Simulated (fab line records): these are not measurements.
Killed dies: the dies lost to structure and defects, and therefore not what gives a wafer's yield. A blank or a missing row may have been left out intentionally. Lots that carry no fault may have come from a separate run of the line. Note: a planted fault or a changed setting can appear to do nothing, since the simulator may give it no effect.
What tool caused it? | flow nand harc | Sampling: 13 lots, 39 wafers, 5 of 1302 route steps

## WHAT THE GAUGES READ, wafer by wafer
NHARC_THIN_TSV_THK_MEAS_02: measures by ir.
lot  | measured     | on            | thk nm (nm)
L625 | day 23 13:04 | film metro-02 | 3487 3201 2983
L626 | day 23 18:26 | film metro-02 | 2600 2984 3177
L627 | day 24 04:55 | film metro-01 | 3002 2793 2687
L628 | day 25 10:25 | film metro-02 | 2813 3136 2919
L630 | day 25 09:12 | film metro-01 | 3438 3465 3662
L629 | day 25 15:46 | film metro-02 | 3182 3365 3327
L632 | day 27 05:25 | film metro-01 | 3148 3229 2755
L637 | day 28 12:05 | film metro-02 | 2803 2940 3039
L641 | day 30 08:40 | film metro-01 | 2385 3140 3096
L643 | day 31 03:10 | film metro-01 | 2789 2934 3051
L645 | day 32 01:29 | film metro-02 | 2919 3027 3045
L646 | day 32 10:54 | film metro-02 | 3011 3197 2827
L647 | day 33 01:23 | film metro-01 | 3154 3024 3286

NHARC_END_SORT_01.
lot  | measured     | on        | defect limited yield (%) | killed at array | killed at other | killed at periphery | killed dies | killed open | killed short | sort_bin_2_pct (%) | sort_bin_3_pct (%) | sort_bin_4_pct (%) | sort n pass | sort rim yield pct (%) | sort yield pct (%)
L632 | day 27 22:25 | prober-01 | 89.5 91.6 93.5           | 58 49 38        | 1 1 2           | 12 7 4              | 71 57 44    | 8 7 4       | 5 1 3        | 4.0 3.0 2.2        | 1.2 0.4 0.4        | 5.3 5.0 3.8        | 606 620 633 | 88 87 90               | 89.5 91.6 93.5
L637 | day 29 06:35 | prober-01 | 87.9 89.2 85.8           | 77 62 91        | 0 4 0           | 5 7 5               | 82 73 96    | 2 1 6       | 5 5 3        | 5.5 4.7 5.3        | 1.3 0.7 0.9        | 5.3 5.3 8.0        | 595 604 581 | 91 89 92               | 87.9 89.2 85.8
L641 | day 31 06:31 | prober-02 | 92.6 93.9 94.2           | 44 34 35        | 1 1 1           | 5 6 3               | 50 41 39    | 3 4 5       | 3 2 2        | 2.1 3.0 1.9        | 1.2 0.3 0.1        | 4.1 2.8 3.7        | 627 636 638 | 89 95 89               | 92.6 93.9 94.2
L646 | day 33 05:23 | prober-02 | 94.4 94.7 94.8           | 25 32 25        | 6 0 1           | 7 4 9               | 38 36 35    | 5 7 3       | 2 0 5        | 1.6 1.3 1.5        | 0.4 0.4 0.1        | 3.5 3.5 3.5        | 639 641 642 | 98 96 94               | 94.4 94.7 94.8

## WHAT TOOL EACH LOT RAN ON (gives the tool, then ch and the chambers of the sampled wafers, and finally the start)
lot  | NHARC_A_BONDPAD_PVD_17                  | NHARC_THIN_TSV_DEGAS_49      | NHARC_THIN_TSV_ECD_20
L625 | pvd sputter-01, day 23 13:04 or earlier | pvd sputter-01, day 23 16:46 | ecd cu-01 ch 0,1, day 23 17:19
L626 | pvd sputter-01, day 23 18:26 or earlier | pvd sputter-02, day 23 22:14 | ecd cu-02 ch 0,1, day 23 22:48
L627 | pvd sputter-02, day 24 04:55 or earlier | pvd sputter-03, day 24 08:52 | ecd cu-01 ch 0,1, day 24 09:31
L628 | pvd sputter-01, day 25 10:25 or earlier | pvd sputter-03, day 25 14:13 | ecd cu-01 ch 0,1, day 25 14:47
L630 | pvd sputter-03, day 25 09:12 or earlier | pvd sputter-02, day 25 13:13 | ecd cu-02 ch 0,1, day 25 13:41
L629 | pvd sputter-01, day 25 15:46 or earlier | pvd sputter-03, day 25 19:35 | ecd cu-02 ch 0,1, day 25 20:15
L632 | pvd sputter-01, day 27 05:25 or earlier | pvd sputter-01, day 27 09:23 | ecd cu-02 ch 1, day 27 09:49
L637 | pvd sputter-02, day 28 12:05 or earlier | pvd sputter-01, day 28 15:56 | ecd cu-01 ch 0,1, day 28 16:35
L641 | pvd sputter-02, day 30 08:40 or earlier | pvd sputter-02, day 30 12:38 | ecd cu-02 ch 0,1, day 30 13:23
L643 | pvd sputter-01, day 31 03:10 or earlier | pvd sputter-03, day 31 06:58 | ecd cu-01 ch 0,1, day 31 07:38
L645 | pvd sputter-02, day 32 01:29 or earlier | pvd sputter-02, day 32 05:18 | ecd cu-01 ch 0,1, day 32 05:46
L646 | pvd sputter-01, day 32 10:54 or earlier | pvd sputter-02, day 32 14:38 | ecd cu-01 ch 0,1, day 32 15:05
L647 | pvd sputter-02, day 33 01:23 or earlier | pvd sputter-02, day 33 05:17 | ecd cu-01 ch 0,1, day 33 08:44
- NHARC_A_BONDPAD_PVD_17: deposits TaN, target thk 5 nm, time 8.06 s.
- NHARC_THIN_TSV_DEGAS_49: time 120 s.
- NHARC_THIN_TSV_ECD_20: material Cu, target thk 2000 nm.

## AS READ BY THE TOOLS THEMSELVES (means over the sampled wafers that have a number; for cases with no such wafer, the mark the record gives instead)
NHARC_A_BONDPAD_PVD_17.
lot  | tool           | throttle valve pct (%)
L625 | pvd sputter-01 | 29.0
L626 | pvd sputter-01 | 29.8
L627 | pvd sputter-02 | 29.7
L628 | pvd sputter-01 | 30.0
L630 | pvd sputter-03 | 28.6
L629 | pvd sputter-01 | 29.2
L632 | pvd sputter-01 | 29.2
L637 | pvd sputter-02 | 29.1
L641 | pvd sputter-02 | 29.0
L643 | pvd sputter-01 | 29.9
L645 | pvd sputter-02 | 28.9
L646 | pvd sputter-01 | 30.6
L647 | pvd sputter-02 | 29.0

NHARC_THIN_TSV_DEGAS_49.
lot  | tool           | heater power w (W)
L625 | pvd sputter-01 | 442
L626 | pvd sputter-02 | 447
L627 | pvd sputter-03 | 510
L628 | pvd sputter-03 | 541
L630 | pvd sputter-02 | 416
L629 | pvd sputter-03 | 456
L632 | pvd sputter-01 | 472
L637 | pvd sputter-01 | 496
L641 | pvd sputter-02 | 442
L643 | pvd sputter-03 | 507
L645 | pvd sputter-02 | 435
L646 | pvd sputter-02 | 464
L647 | pvd sputter-02 | 459

## THE ANSWER, worked out from the rows above alone
Rule: what is usual is taken from the lots themselves. The widest of any qualifying gaps counts: lots, ordered by their means at a reading, are off when they make up no more than a third of the lots, leave a main group of 4 or more, and stand apart from it by 3 or more times the standard deviation of that group's means. A main group is skipped when, at the precision printed for the reading in the tables above, its means are all equal. Also off: a lot with no number at a reading for which 4 or more lots have one. The other lots that the step has rows for count as sound. First the gauges in route order, then the tools' own readings, where a lot's mean is used as printed above. The first step at which some lot is off is used, and at that step the reading that is off furthest; a lot without a number counts as furthest.
No lot is off on any of the readings shown, so nothing can be concluded from this.

## WHAT WAS PUT IN BY THE SIMULATOR
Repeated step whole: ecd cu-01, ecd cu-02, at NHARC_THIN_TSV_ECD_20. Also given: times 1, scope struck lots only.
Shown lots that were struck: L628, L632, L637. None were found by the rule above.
